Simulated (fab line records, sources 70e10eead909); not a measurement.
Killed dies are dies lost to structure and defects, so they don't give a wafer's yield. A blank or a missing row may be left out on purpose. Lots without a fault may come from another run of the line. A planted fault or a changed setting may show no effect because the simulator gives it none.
fab line records | flow nand_harc | part 1 of 2: steps 1 to 21 of 33
record lots=5 wafers=15 last_day=33
route steps=1302 shown A_CHANNEL_HOLE_D2@600 A_CHANNEL_FILL_D2@610
lots that met no fault: from a run of the same line without faults
start_h: hours from the record's first day to the start of the lot's first wafer shown | wait_h: hours since the lot's step before | " the same as in the row above | L1.1+2: a row that stands for several wafers | - no value, or no start given | * or withheld: withheld | < > ~ a bound
route shown NAME@n: a module of which the file shows steps, and the number in the route of the first | usual: mean/standard deviation of fault-free wafers | same: alike in all rows | chamber/n: place in a boat | sites: the reading at each site | _std_site: their standard deviation | _edge_site: outer sites' mean less inner sites' | radius_mm: how far each site lies from the wafer's centre | mask NAME#n: copy n | behind: the tool/chamber that last shaped the wafer | hold: why the lot was held/for how many hours/how that ended | device: the transistor (n, p or np) that didn't switch | end of line: the same wafers' tests at the end of the route | a step without rows: its recipe alone | killed: dies lost to structure and defects at the first sort, not the wafer's yield | map: a wafer's dies, x killed, . not, _ none there
set.NAME: the setting as run; set.NAME@STEP: as run at that earlier step | model.NAME: the simulator's own value behind a step, which no gauge read
lots at some steps of the route; a table a step, a row a wafer
services: from which hour (start_h, from the record's first day; less than 0 if before it) a tool's chamber was out of use, for how many hours, and why
## steps
# step NHARC_A_CHANNEL_HOLE_D2_STRIP_41
# recipe n2_flow_sccm=150 h2_flow_sccm=150 ar_flow_sccm=0 bias_w=0 chemistry=N2/H2
# columns lot.wafer tool chamber start_h wait_h
L077.3+4+6 rie_diel-02 3,0,3 321.59 0.4
L079.1+4+6 rie_diel-10 2,0,2 340.07 0.5
L082.2+3+6 rie_diel-02 1,2,3 403.22 0.5
L084.2+6+5 rie_diel-13 0,1,2 412.06 0.5
L093.6+5+4 rie_diel-02 0,1,2 514.17 0.4
# step NHARC_A_CHANNEL_HOLE_D2_STRIP_42
# recipe cf4_flow_sccm=100 chf3_flow_sccm=30 ar_flow_sccm=0 bias_w=0 chemistry=CF4/CHF3
# columns lot.wafer tool chamber start_h wait_h
L077.3+4+6 rie_diel-02 2,0,1 321.67 0.1
L079.1+4+6 rie_diel-10 2,3,2 340.16 0.1
L082.2+3+6 rie_diel-02 2,0,3 403.30 0.1
L084.2+6+5 rie_diel-13 2,0,1 412.13 0.1
L093.6+4+5 rie_diel-02 2,0,1 514.26 0.1
# step NHARC_A_CHANNEL_HOLE_D2_STRIP_43
# recipe o2_flow_sccm=400 cos_flow_sccm=20 ar_flow_sccm=0 bias_w=0 chemistry=O2/COS
# columns lot.wafer tool chamber start_h wait_h
L077.3+4+6 rie_diel-02 3,0,1 321.74 0.1
L079.1+4+6 rie_diel-10 2,3,0 340.22 0.1
L082.3+2+6 rie_diel-02 2,3,2 403.36 0.1
L084.2+5+6 rie_diel-13 2,2,3 412.18 0.1
L093.4+6+5 rie_diel-02 0,1,2 514.33 0.1
# step NHARC_A_CHANNEL_HOLE_D2_ETCH_44
# recipe target_depth_a=1400 overetch_a=140 time_s=77 ion_energy_ev=100 cf4_flow_sccm=80 o2_flow_sccm=20 ar_flow_sccm=0 rf_w=300 bias_w=100 chemistry=CF4/O2
# usual drypump_motor_current_A=5.7/0.36 oes_ar_750_au=1.000/0.0045 oes_product_au=0.997/0.0083 rf_vpp_V=197.7/1.6 showerhead_plenum_p_Torr=1.33/0.058 throttle_valve_pct=13.397/0.0094
# same time_s=77
# columns lot.wafer tool chamber start_h wait_h drypump_motor_current_A oes_ar_750_au oes_product_au rf_hours_counter_h rf_vpp_V showerhead_plenum_p_Torr throttle_valve_pct
L077.4 rie_diel-02 0 321.80 0.1 5.6 1.002 1.011 4.7 199.1 1.38 13.418
L077.3 " 1 " " 5.9 1.002 0.998 4.6 194.4 1.25 13.385
L077.6 " 3 " " 5.8 0.998 0.994 - 199.7 1.37 13.401
L079.1 rie_diel-10 0 340.30 0.1 6.2 1.000 0.994 5.3 199.6 1.41 13.407
L079.4 " 1 " " 5.4 1.005 0.969 5.6 200.0 1.38 13.389
L079.6 " 2 " " 5.6 1.007 0.990 - 196.4 1.27 13.384
L082.2 rie_diel-02 1 403.42 0.1 5.9 0.999 1.012 0.0 196.1 1.25 13.411
L082.3 " 2 " " 5.2 1.005 0.998 0.0 197.7 1.25 13.388
L082.6 " 1 " " 5.9 1.005 0.997 - 196.2 1.25 13.400
L084.2 rie_diel-13 2 412.27 0.1 6.2 1.005 0.995 3.7 197.0 1.28 13.384
L084.6 " 3 " " 6.2 1.005 0.995 - 195.7 1.34 13.408
L084.5 " 0 " " 5.8 1.003 1.000 - 194.4 1.29 13.407
L093.5 rie_diel-02 0 514.41 0.1 5.6 1.004 1.003 - 198.0 1.38 13.395
L093.4 " 1 " " 6.0 0.997 0.989 - 197.0 1.25 13.406
L093.6 " 2 " " 5.3 1.002 0.994 - 196.0 1.25 13.409
# step NHARC_A_CHANNEL_HOLE_D2_STRIP_28
# recipe o2_flow_sccm=500 ar_flow_sccm=0 bias_w=0 chemistry=O2
# usual drypump_motor_current_A=5.7/0.36 oes_product_au=0.999/0.0078 rf_vpp_V=57.7/0.89 showerhead_plenum_p_Torr=3.51/0.15 throttle_valve_pct=17.036/0.011
# columns lot.wafer tool chamber start_h wait_h drypump_motor_current_A oes_product_au rf_hours_counter_h rf_vpp_V showerhead_plenum_p_Torr throttle_valve_pct
L077.3 rie_diel-02 1 - - 5.9 0.999 4.7 56.2 3.32 17.042
L077.4 " 2 " " 5.3 0.990 2.9 57.4 3.32 17.030
L077.6 " 1 " " 5.9 0.991 - 57.9 3.32 17.029
L079.1 rie_diel-10 3 - - 5.9 1.007 4.7 57.9 3.61 17.032
L079.4 " 2 " " 5.6 0.999 5.0 55.6 3.36 17.047
L079.6 " 0 " " 6.2 0.986 - 57.1 3.71 17.050
L082.3 rie_diel-02 3 - - 5.8 1.003 0.0 59.9 3.61 17.050
L082.2 " 0 " " 5.6 1.004 0.0 56.9 3.64 17.036
L082.6 " 0 " " 5.6 1.005 - 58.6 3.64 17.030
L084.2 rie_diel-13 0 - - 5.8 0.992 3.8 57.3 3.42 17.035
L084.6 " 1 " " 4.8 0.989 - 56.1 3.39 17.014
L084.5 " 2 " " 6.3 0.996 - 57.3 3.38 17.045
L093.5 rie_diel-02 1 - - 5.8 0.992 - 57.6 3.31 17.048
L093.6 " 2 " " 5.3 1.007 - 58.1 3.32 17.035
L093.4 " 0 " " 5.6 1.010 - 58.3 3.64 17.030
# step NHARC_A_CHANNEL_HOLE_D2_PRECLEAN_29
# recipe time_s=* temp_c=50 bath_age_min=0 chemistry=SC1
# usual bath_guard_temp_C=49.9/0.55 temp_c=50.01/0.11
# same time_s=*
# columns lot.wafer tool chamber start_h wait_h bath_guard_temp_C temp_c
L077.4 wet_bench-06 6 322.45 - 50.0 50.02
L077.3 " 7 " " 48.5 50.20
L077.6 " 2 " " 49.7 50.20
L079.6 wet_bench-04 3 340.98 - 49.0 50.01
L079.4 " 4 " " 50.3 50.20
L079.1 " 5 " " 50.6 50.08
L082.3 wet_bench-09 6 404.08 - 50.7 50.12
L082.2 " 1 " " 50.3 49.89
L082.6 " 3 " " 49.5 50.07
L084.2 wet_bench-06 4 412.90 - 50.6 49.96
L084.5 " 6 " " 50.0 49.98
L084.6 " 1 " " 50.3 49.91
L093.5 wet_bench-09 3 515.19 - 49.8 50.02
L093.4 " 4 " " 50.2 50.08
L093.6 " 6 " " 50.5 49.71
# step NHARC_A_CHANNEL_HOLE_D2_SRD_30
# columns lot.wafer tool chamber start_h wait_h
L077.4+3+6 wet_bench-06 6,7,2 - -
L079.6+4+1 wet_bench-04 3,4,5 - -
L082.3+2+6 wet_bench-09 6,1,3 - -
L084.2+5+6 wet_bench-06 4,6,1 - -
L093.5+4+6 wet_bench-09 3,4,6 - -
# step NHARC_A_CHANNEL_HOLE_D2_CD_MEAS_31
# usual cd_nm=90.2/0.98
# columns lot.wafer tool chamber start_h wait_h cd_nm
L077.3 cd_sem-03 - 322.59 - 90.5
L077.4 " - " " 91.8
L077.6 " - " " 91.7
L079.1 cd_sem-01 - 341.11 - 90.7
L079.4 " - " " 91.5
L079.6 " - " " 92.1
L082.2 cd_sem-03 - 404.22 - 90.1
L082.3 " - " " 91.7
L082.6 " - " " 90.8
L084.2 cd_sem-03 - 413.04 - 90.0
L084.5 " - " " 88.7
L084.6 " - " " 89.6
L093.4 cd_sem-03 - 515.32 - 89.9
L093.5 " - " " 88.7
L093.6 " - " " 90.2
# step NHARC_A_CHANNEL_HOLE_D2_XSEM_32
# recipe landing_energy_ev=35000
# usual bot_cd_nm=74.8/0.93 bow_nm=8.60/0.25 tilt_deg=0.07/0.045
# same landing_energy_ev=35000
# columns lot.wafer tool chamber start_h wait_h bot_cd_nm bow_nm tilt_deg
L077.3 xsem-02 0 322.69 0.1 74.2 8.82 0.13
L077.4 " 0 " " 76.0 8.75 0.13
L077.6 " 0 " " 75.6 8.80 0.13
L079.1 xsem-01 0 341.20 0.1 75.1 8.36 0.03
L079.4 " 0 " " 76.2 8.44 0.03
L079.6 " 0 " " 76.8 8.37 0.04
L082.2 xsem-02 0 404.32 0.1 74.8 8.71 0.06
L082.3 " 0 " " 76.4 8.66 0.06
L082.6 " 0 " " 76.0 8.67 0.06
L084.2 xsem-01 0 413.13 0.1 75.6 8.67 0.09
L084.5 " 0 " " 75.0 8.68 0.09
L084.6 " 0 " " 75.3 8.72 0.09
L093.4 xsem-01 0 515.41 0.1 74.1 8.21 0.16
L093.5 " 0 " " 73.0 8.18 0.16
L093.6 " 0 " " 75.2 8.11 0.16
# step NHARC_A_CHANNEL_HOLE_D2_INSPECT_40
# usual raw_defect_count=249/70
# columns lot.wafer tool chamber start_h wait_h raw_defect_count
L077.3 defect_inspect-01 - 322.78 - 273
L077.4 " - " " 210
L077.6 " - " " 256
L079.1 defect_inspect-02 - 341.30 - 319
L079.4 " - " " 260
L079.6 " - " " 267
L082.2 defect_inspect-02 - 404.41 - 264
L082.3 " - " " 200
L082.6 " - " " 246
L084.2 defect_inspect-02 - 413.23 - 205
L084.5 " - " " 280
L084.6 " - " " 214
L093.4 defect_inspect-02 - 515.50 - 306
L093.5 " - " " 306
L093.6 " - " " 273
# step NHARC_A_CHANNEL_FILL_D2_PRECLEAN_00
# recipe time_s=* temp_c=50 bath_age_min=0 chemistry=SC1
# usual bath_guard_temp_C=50.0/0.55 temp_c=49.99/0.11
# same time_s=*
# columns lot.wafer tool chamber start_h wait_h bath_guard_temp_C temp_c
L077.3 wet_bench-03 6 322.83 0.0 49.3 49.83
L077.4 " 2 " " 50.1 49.97
L077.6 " 3 " " 50.6 49.90
L079.6 wet_bench-02 6 341.35 0.0 49.6 50.05
L079.1 " 2 " " 49.6 50.08
L079.4 " 3 " " 50.2 50.02
L082.2 wet_bench-02 1 404.47 0.1 49.2 50.05
L082.3 " 2 " " 49.6 49.81
L082.6 " 3 " " 50.9 49.94
L084.6 wet_bench-03 1 413.28 0.0 50.8 50.07
L084.2 " 2 " " 50.0 49.90
L084.5 " 6 " " 49.5 49.96
L093.4 wet_bench-02 5 515.55 0.0 50.7 50.02
L093.6 " 1 " " 49.1 50.05
L093.5 " 2 " " 49.7 49.92
# step NHARC_A_CHANNEL_FILL_D2_SRD_01
# columns lot.wafer tool chamber start_h wait_h
L077.3+4+6 wet_bench-03 6,2,3 - -
L079.6+1+4 wet_bench-02 6,2,3 - -
L082.2+3+6 wet_bench-02 1,2,3 - -
L084.6+2+5 wet_bench-03 1,2,6 - -
L093.4+6+5 wet_bench-02 5,1,2 - -
# step NHARC_A_CHANNEL_FILL_D2_ALD_02
# recipe target_thk_a=60 pulse_time_s=10 ald_cycles=60 temp_c=300 material=SiO2
# usual heater_power_w=459/45 precursor_pulse_height_rel=0.999/0.021
# columns lot.wafer tool chamber start_h wait_h heater_power_w precursor_pulse_height_rel
L077.3 ald_hk-02 3 322.97 - 392 1.001
L077.4 " 0 " " 478 1.027
L077.6 " 0 " " 482 1.008
L079.4 ald_hk-04 1 341.49 - 395 0.986
L079.1 " 2 " " 484 1.042
L079.6 " 2 " " 470 1.008
L082.2 ald_hk-01 0 404.68 - 440 1.011
L082.3 " 2 " " 465 1.021
L082.6 " 3 " " 535 0.985
L084.2 ald_hk-02 1 413.42 - 470 0.981
L084.5 " 1 " " 466 0.978
L084.6 " 2 " " 439 1.007
L093.4 ald_hk-02 0 515.90 - 520 0.984
L093.6 " 1 " " 463 0.974
L093.5 " 2 " " 436 0.981
# step NHARC_A_CHANNEL_FILL_D2_ALD_03
# recipe target_thk_a=60 pulse_time_s=60 ald_cycles=58 temp_c=630 pressure_torr=2 material=SiNx
# usual chamber_pressure_Torr=2.000/0.0052 precursor_pulse_height_rel=1.002/0.02
# columns lot.wafer tool chamber start_h wait_h chamber_pressure_Torr precursor_pulse_height_rel
L077.3 ald_sin_batch-02 0 - - 2.008 0.979
L077.4 " 0 " " 2.005 1.038
L077.6 " 0 " " 2.005 0.962
L079.1 ald_sin_batch-03 0 - - 1.988 1.039
L079.4 " 0 " " 1.995 1.019
L079.6 " 0 " " 1.994 0.983
L082.2 ald_sin_batch-02 0 - - 2.011 0.978
L082.3 " 0 " " 2.008 1.008
L082.6 " 0 " " 2.012 1.041
L084.2 ald_sin_batch-02 0 - - 2.003 1.003
L084.5 " 0 " " 2.002 0.972
L084.6 " 0 " " 2.005 0.971
L093.4 ald_sin_batch-03 0 - - 1.997 0.973
L093.5 " 0 " " 2.004 1.005
L093.6 " 0 " " 1.995 0.997
# step NHARC_A_CHANNEL_FILL_D2_ALD_14
# recipe target_thk_a=25 pulse_time_s=10 ald_cycles=25 temp_c=300 material=SiO2
# usual heater_power_w=459/46 precursor_pulse_height_rel=1.000/0.021
# columns lot.wafer tool chamber start_h wait_h heater_power_w precursor_pulse_height_rel
L077.4 ald_hk-01 3 328.75 0.0 528 0.994
L077.3 " 1 " " 435 1.008
L077.6 " 0 " " 433 0.984
L079.1 ald_hk-02 1 348.50 0.1 488 0.984
L079.4 " 3 " " 397 1.032
L079.6 " 0 " " 473 1.006
L082.3 ald_hk-04 3 411.72 0.1 548 1.019
L082.2 " 0 " " 409 1.025
L082.6 " 1 " " 399 0.990
L084.2 ald_hk-02 0 420.43 0.1 500 1.025
L084.6 " 3 " " 388 1.033
L084.5 " 0 " " 507 0.987
L093.4 ald_hk-01 0 522.88 0.2 436 1.019
L093.6 " 1 " " 444 0.985
L093.5 " 2 " " 458 0.993
# step NHARC_A_CHANNEL_FILL_D2_ALD_15
# recipe target_thk_a=20 pulse_time_s=60 ald_cycles=19 temp_c=630 pressure_torr=2 material=SiNx
# usual chamber_pressure_Torr=2.001/0.004 precursor_pulse_height_rel=0.999/0.019
# columns lot.wafer tool chamber start_h wait_h chamber_pressure_Torr precursor_pulse_height_rel
L077.3 ald_sin_batch-02 0 - - 2.000 1.035
L077.4 " 0 " " 2.001 1.014
L077.6 " 0 " " 1.997 0.991
L079.1 ald_sin_batch-01 0 - - 2.002 0.986
L079.4 " 0 " " 1.996 1.022
L079.6 " 0 " " 2.000 1.034
L082.2 ald_sin_batch-01 0 - - 2.005 0.993
L082.3 " 0 " " 2.003 0.997
L082.6 " 0 " " 2.004 0.972
L084.2 ald_sin_batch-02 0 - - 1.996 0.998
L084.5 " 0 " " 2.000 1.012
L084.6 " 0 " " 1.993 0.987
L093.4 ald_sin_batch-03 0 - - 1.996 1.016
L093.5 " 0 " " 2.004 0.954
L093.6 " 0 " " 2.005 1.020
# step NHARC_A_CHANNEL_FILL_D2_ALD_16
# recipe target_thk_a=15 pulse_time_s=10 ald_cycles=15 temp_c=300 material=SiO2
# usual heater_power_w=458/49 precursor_pulse_height_rel=0.999/0.021
# columns lot.wafer tool chamber start_h wait_h heater_power_w precursor_pulse_height_rel
L077.3 ald_hk-02 1 333.89 0.0 491 0.989
L077.4 " 0 " " 479 1.022
L077.6 " 1 " " 492 1.002
L079.4 ald_hk-04 1 353.86 0.2 397 0.952
L079.1 " 2 " " 485 0.992
L079.6 " 1 " " 390 0.998
L082.3 ald_hk-04 1 416.86 0.1 397 1.002
L082.2 " 2 " " 480 0.993
L082.6 " 1 " " 401 1.023
L084.2 ald_hk-02 0 425.70 0.1 516 1.037
L084.5 " 1 " " 463 1.033
L084.6 " 2 " " 430 1.004
L093.4 ald_hk-02 2 528.77 0.1 447 1.033
L093.6 " 0 " " 530 0.983
L093.5 " 1 " " 465 1.001
# step NHARC_A_CHANNEL_FILL_D2_ANNEAL_17
# recipe temp_c=850 time_s=1800
# usual zone_power_top_pct=33.1/2.8
# same time_s=1800
# columns lot.wafer tool chamber start_h wait_h zone_power_top_pct
L077.3 furnace-04 0 337.21 - 35.1
L077.4 " 0 " " 35.6
L077.6 " 0 " " 35.6
L079.1 furnace-04 0 356.99 - 35.6
L079.4 " 0 " " 35.7
L079.6 " 0 " " 34.9
L082.2 furnace-07 0 422.23 - 31.9
L082.3 " 0 " " 32.1
L082.6 " 0 " " 31.8
L084.2 furnace-04 0 428.93 - 35.6
L084.5 " 0 " " 35.5
L084.6 " 0 " " 36.3
L093.4 furnace-05 0 533.82 - 29.0
L093.5 " 0 " " 29.6
L093.6 " 0 " " 28.7
# step NHARC_A_CHANNEL_FILL_D2_CVD_18
# recipe target_thk_a=30 temp_c=550 material=poly-Si
# usual zone_power_top_pct=15.8/1.5
# columns lot.wafer tool chamber start_h wait_h zone_power_top_pct
L077.3 lpcvd_poly-02 0 343.71 - 14.1
L077.4 " 0 " " 14.2
L077.6 " 0 " " 14.6
L079.1 lpcvd_poly-02 0 363.43 - 14.2
L079.4 " 0 " " 14.1
L079.6 " 0 " " 14.4
L082.2 lpcvd_poly-01 0 428.68 - 17.6
L082.3 " 0 " " 17.8
L082.6 " 0 " " 17.4
L084.2 lpcvd_poly-02 0 435.29 - 14.2
L084.5 " 0 " " 14.3
L084.6 " 0 " " 14.4
L093.4 lpcvd_poly-04 0 540.43 - 16.7
L093.5 " 0 " " 16.5
L093.6 " 0 " " 16.5
# step NHARC_A_CHANNEL_FILL_D2_ETCHBACK_19
# recipe target_depth_a=50 time_s=1.7 hbr_flow_sccm=150 cl2_flow_sccm=50 rf_w=400 icp_w=400 bias_w=100 chemistry=HBr/Cl2
# usual drypump_motor_current_A=5.7/0.48 oes_product_au=0.998/0.007 throttle_valve_pct=26.405/0.0093
# same time_s=1.7
# columns lot.wafer tool chamber start_h wait_h drypump_motor_current_A oes_product_au rf_hours_counter_h throttle_valve_pct
L077.3 rie_si-02 3 345.78 0.4 5.7 0.997 0.33 26.409
L077.4 " 0 " " 5.6 1.001 0.31 26.399
L077.6 " 3 " " 5.7 0.995 - 26.400
L079.1 rie_si-02 3 365.51 0.4 5.7 0.996 0.40 26.403
L079.4 " 1 " " 6.2 0.999 0.45 26.417
L079.6 " 3 " " 5.7 1.002 - 26.432
L082.2 rie_si-05 3 430.75 0.4 4.9 0.997 0.73 26.409
L082.3 " 0 " " 6.0 1.004 0.71 26.426
L082.6 " 3 " " 4.9 1.000 - 26.394
L084.2 rie_si-02 0 437.37 0.4 5.6 0.999 0.85 26.406
L084.6 " 1 " " 6.2 0.992 - 26.410
L084.5 " 2 " " 6.5 0.999 - 26.408
L093.4 rie_si-02 1 542.54 0.4 6.2 0.994 0.51 26.405
L093.5 " 2 " " 6.6 1.006 - 26.394
L093.6 " 3 " " 5.7 0.992 - 26.411
# step NHARC_A_CHANNEL_FILL_D2_ETCHBACK_20
# recipe target_depth_a=270 time_s=13.5 c4f8_flow_sccm=withheld o2_flow_sccm=8 ar_flow_sccm=withheld rf_w=600 bias_w=1500 chemistry=C4F8/O2/Ar
# usual oes_product_au=0.98/0.03 rf_vpp_V=977/5.5
# same time_s=13.5
# columns lot.wafer tool chamber start_h wait_h oes_product_au rf_hours_counter_h rf_vpp_V
L077.3 rie_diel-12 0 345.92 - 1.01 13 980
L077.4 " 1 " " 1.00 13 979
L077.6 " 0 " " 0.99 - 981
L079.4 rie_diel-12 0 365.64 - 1.00 16 980
L079.1 " 1 " " 1.01 16 979
L079.6 " 2 " " 1.00 - 978
L082.3 rie_diel-11 2 430.90 - 1.01 5 983
L082.2 " 3 " " 1.00 5 985
L082.6 " 1 " " 1.01 - 972
L084.2 rie_diel-12 3 437.48 - 1.01 30 969
L084.6 " 2 " " 0.99 - 977
L084.5 " 3 " " 1.00 - 969
L093.4 rie_diel-06 3 542.65 - 0.93 2 978
L093.5 " 0 " " 0.92 - 973
L093.6 " 1 " " 0.92 - 969
